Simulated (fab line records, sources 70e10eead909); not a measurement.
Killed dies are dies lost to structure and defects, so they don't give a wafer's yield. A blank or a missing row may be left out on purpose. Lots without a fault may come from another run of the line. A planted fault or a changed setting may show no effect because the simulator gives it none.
Chamber matching | flow nand_harc | NHARC_A_STAIRCASE_ALD_420 on ald_hk-01: 4 sister chambers
The step deposits SiO2, target thk 20 nm, pulse time 6 s, ald cycles 200. 14 wafers are shown with their chamber, then 7 later ones without.

WAFERS WITH THEIR CHAMBER
wafer  | chamber | heater_power_w (W) | precursor_pulse_height_rel
L234.2 | 3       | 422                | 0.994
L234.3 | 0       | 439                | 0.979
L234.6 | 2       | 462                | 1.027
L236.3 | 0       | 445                | 0.979
L236.5 | 2       | 453                | 1.010
L236.6 | 3       | 423                | 0.995
L238.1 | 1       | 518                | 0.995
L238.2 | 0       | 444                | 1.009
L238.5 | 1       | 485                | 1.000
L239.1 | 3       | 426                | 1.027
L239.3 | 2       | 448                | 1.008
L239.4 | 1       | 503                | 1.000
L243.4 | 1       | 459                | 1.001
L243.5 | 0       | 422                | 1.009

SIGNATURES (means of the wafers above)
reading                    | chamber 0 | chamber 1 | chamber 2 | chamber 3 | scatter within a chamber
heater_power_w             | 437.50    | 491.25    | 454.33    | 423.67    | 15.4
precursor_pulse_height_rel | 0.99400   | 0.99900   | 1.01500   | 1.00533   | 0.0136
Rule: a wafer's distance from a chamber is the root of the sum, over the readings, of the square of ((its reading less the chamber's mean) divided by the reading's scatter). The wafer belongs to the nearest chamber; if the next one is less than 2 further off, it can't be placed. The scatter: the root of (the sum of the squares of (reading less its chamber's mean) over the shown wafers, divided by (wafers less chambers)).

WAFERS WITHOUT THEIR CHAMBER
wafer  | heater_power_w (W) | precursor_pulse_height_rel
L243.6 | 477                | 0.997
L247.1 | 492                | 1.017
L247.5 | 448                | 0.968
L247.6 | 435                | 1.002
L254.1 | 451                | 0.982
L254.3 | 491                | 1.010
L254.6 | 453                | 1.014

WHICH CHAMBER EACH WENT THROUGH
wafer  | from the rows above               | in truth
L243.6 | can't be placed: 1 or 2 or 0      | 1
L247.1 | can't be placed: 1 or 2           | 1
L247.5 | can't be placed: 0 or 3 or 2 or 1 | 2
L247.6 | can't be placed: 0 or 3 or 2      | 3
L254.1 | can't be placed: 0 or 2 or 3 or 1 | 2
L254.3 | can't be placed: 1 or 2           | 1
L254.6 | can't be placed: 2 or 0 or 3      | 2
Placed correctly: 0 of 7. Can't be placed from these rows: 7 (the true chamber is among the candidates in 7). Placed wrongly: 0.
